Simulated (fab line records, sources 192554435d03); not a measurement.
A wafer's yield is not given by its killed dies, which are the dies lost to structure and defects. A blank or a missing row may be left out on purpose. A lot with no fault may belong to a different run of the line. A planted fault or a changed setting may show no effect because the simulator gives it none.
Split-lot trial + flow n5-finfet + 21 wafers read from 7 lots, route of 1938 steps

ABOUT THE SPLIT
At N5_HKMG_FIN_PWFM_ALD_03 (deposits TiN, target thk 2 nm, pulse time 1 s, purge time 3 s), the setting ald-cycles was moved away from the recipe's 91 on 8 of the 21 wafers read, by -7.7% to +15.4%. All remaining wafers had this setting at the recipe value.

The reading is taken at the split's own step.

THE READING
TiN_of_HKMG_FIN_PWFM_ALD_03.thk-nm (the simulator's own value, which no gauge read), in nm, at N5_HKMG_FIN_PWFM_ALD_03 (deposits TiN, target thk 2 nm, pulse time 1 s, purge time 3 s). There is no usual value for it anywhere in the file.

| wafer  | tool, chamber at the split | ald-cycles as run | against the recipe | TiN_of_HKMG_FIN_PWFM_ALD_03.thk-nm, nm | against lot-mates on the recipe |
|--------|----------------------------|-------------------|--------------------|----------------------------------------|---------------------------------|
| L078.1 | ald-metal-04, 3,1,3        | 91                | recipe             | 2                                      | -                               |
| L078.2 | ald-metal-04, 3,1,3        | 91                | recipe             | 2                                      | -                               |
| L078.5 | ald-metal-04, 3,1,3        | 91                | recipe             | 2                                      | -                               |
| L080.2 | ald-metal-01, 2,0          | 105               | +15.4%             | 2.4                                    | +0.4                            |
| L080.3 | ald-metal-01, 2,0          | 105               | +15.4%             | 2.4                                    | +0.4                            |
| L080.4 | ald-metal-01, 3            | 91                | recipe             | 2                                      | -                               |
| L081.1 | ald-metal-04, 0,3          | 101               | +11.0%             | 2.2                                    | +0.2                            |
| L081.2 | ald-metal-04, 0,3          | 101               | +11.0%             | 2.2                                    | +0.2                            |
| L081.4 | ald-metal-04, 1            | 91                | recipe             | 2                                      | -                               |
| L082.1 | ald-metal-02, 0,2,0        | 91                | recipe             | 2                                      | -                               |
| L082.2 | ald-metal-02, 0,2,0        | 91                | recipe             | 2                                      | -                               |
| L082.5 | ald-metal-02, 0,2,0        | 91                | recipe             | 2                                      | -                               |
| L087.2 | ald-metal-02, 1,3,2        | 91                | recipe             | 2                                      | -                               |
| L087.4 | ald-metal-02, 1,3,2        | 91                | recipe             | 2                                      | -                               |
| L087.5 | ald-metal-02, 1,3,2        | 91                | recipe             | 2                                      | -                               |
| L089.2 | ald-metal-04, 2,1          | 84                | -7.7%              | 1.8                                    | -0.2                            |
| L089.5 | ald-metal-04, 2,1          | 84                | -7.7%              | 1.8                                    | -0.2                            |
| L089.3 | ald-metal-04, 3            | 91                | recipe             | 2                                      | -                               |
| L094.1 | ald-metal-01, 3            | 96                | +5.5%              | 2                                      | +0.0                            |
| L094.2 | ald-metal-01, 0            | 96                | +5.5%              | 2.2                                    | +0.2                            |
| L094.6 | ald-metal-01, 0            | 91                | recipe             | 2                                      | -                               |
When a row names more than one chamber, that row covers several wafers, and the file does not tell which wafer ran in which chamber.

FIT RESULTS
A straight line over all 21 wafers: TiN_of_HKMG_FIN_PWFM_ALD_03.thk-nm changes by +0.0237 nm for each +1% of ald-cycles; r = +0.97; the points scatter about the line by 0.041 nm.
The same after taking each lot's own level away (the mean of its wafers on the recipe; 21 wafers): +0.0237 nm for each +1%; r = +0.97; scatter 0.041 nm.
That fit puts the effect of the largest move of ald-cycles on the reading at 0.37 nm.
The lots' own levels span 2.00 to 2.00 nm.
Consequently the slope shifts little with the lot-to-lot level, the two slopes agreeing.
Check: for one of the wafers moved furthest among these (+15.4%), held out of the fit, the line's prediction against its lot-mates is +0.343 nm. It came out at +0.4 nm against them.

OTHER SPLITS ON THESE WAFERS
Other splits were also applied to these wafers ahead of the reading. Each is held against what the fit with the lots' levels taken away leaves over:
| other split on the same wafers | wafers away from the commonest value | r with TiN_of_HKMG_FIN_PWFM_ALD_03.thk-nm (lot level and that fit taken away) |
|--------------------------------|--------------------------------------|-------------------------------------------------------------------------------|
| N5_SDB_EXPOSE_08 dose-mj       | 7                                    | -0.27                                                                         |

THE FILE'S OWN FIT
TiN_of_HKMG_FIN_PWFM_ALD_03.thk-nm changes by +0.0234 nm for each +1% of ald-cycles, r = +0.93.
